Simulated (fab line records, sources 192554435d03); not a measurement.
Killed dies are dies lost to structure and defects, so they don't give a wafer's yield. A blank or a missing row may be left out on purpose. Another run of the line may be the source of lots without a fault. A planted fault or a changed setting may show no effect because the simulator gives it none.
Chamber matching / flow n5Finfet / 4 sister chambers for N5_MOL_CONTACT_COAG_ALD_27 on aldSin-01
The step deposits SiOC, target thk 17 nm, pulse time 1.5 s, time 2720 s. 4 wafers are shown with their chamber, then 10 later ones without.

## WAFERS WITH THEIR CHAMBER
wafer=L081.6; chamber=2; heaterPowerOuterW (W)=470
wafer=L090.4; chamber=0; heaterPowerOuterW (W)=490
wafer=L091.1; chamber=1; heaterPowerOuterW (W)=449
wafer=L091.2; chamber=3; heaterPowerOuterW (W)=575

## WAFERS MISSING THEIR CHAMBER
wafer=L091.6; heaterPowerOuterW (W)=515
wafer=L092.1; heaterPowerOuterW (W)=556
wafer=L092.2; heaterPowerOuterW (W)=475
wafer=L092.4; heaterPowerOuterW (W)=460
wafer=L096.1; heaterPowerOuterW (W)=470
wafer=L096.2; heaterPowerOuterW (W)=506
wafer=L096.5; heaterPowerOuterW (W)=459
wafer=L097.1; heaterPowerOuterW (W)=563
wafer=L097.2; heaterPowerOuterW (W)=509
wafer=L097.5; heaterPowerOuterW (W)=461

## WHICH CHAMBER EACH WENT THROUGH
wafer=L091.6; from the rows above=can't be placed: 0 or 2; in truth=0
wafer=L092.1; from the rows above=3; in truth=3
wafer=L092.2; from the rows above=can't be placed: 2 or 0 or 1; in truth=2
wafer=L092.4; from the rows above=can't be placed: 2 or 1 or 0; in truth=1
wafer=L096.1; from the rows above=can't be placed: 2 or 0 or 1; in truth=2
wafer=L096.2; from the rows above=can't be placed: 0 or 2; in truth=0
wafer=L096.5; from the rows above=can't be placed: 1 or 2 or 0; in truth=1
wafer=L097.1; from the rows above=3; in truth=3
wafer=L097.2; from the rows above=can't be placed: 0 or 2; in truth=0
wafer=L097.5; from the rows above=can't be placed: 2 or 1 or 0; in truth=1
Correct placement for 2 of the 10. Unplaceable from these rows: 8, with the true chamber sitting among the candidates in 8. Wrongly placed: 0.
How it was worked out, from the rows above alone: a wafer's distance from a chamber is the root of the sum, over the readings, of the square of ((its reading less the chamber's mean) divided by the reading's scatter). If the next closest chamber is less than 2 further off than the closest, the wafer can't be placed; otherwise it belongs to the closest. For every chamber, the mean is computed from those of its wafers that are shown. The scatter (one wafer shown for each chamber): square how far every hidden wafer sits from the nearest shown wafer, average those squares and take the square root.
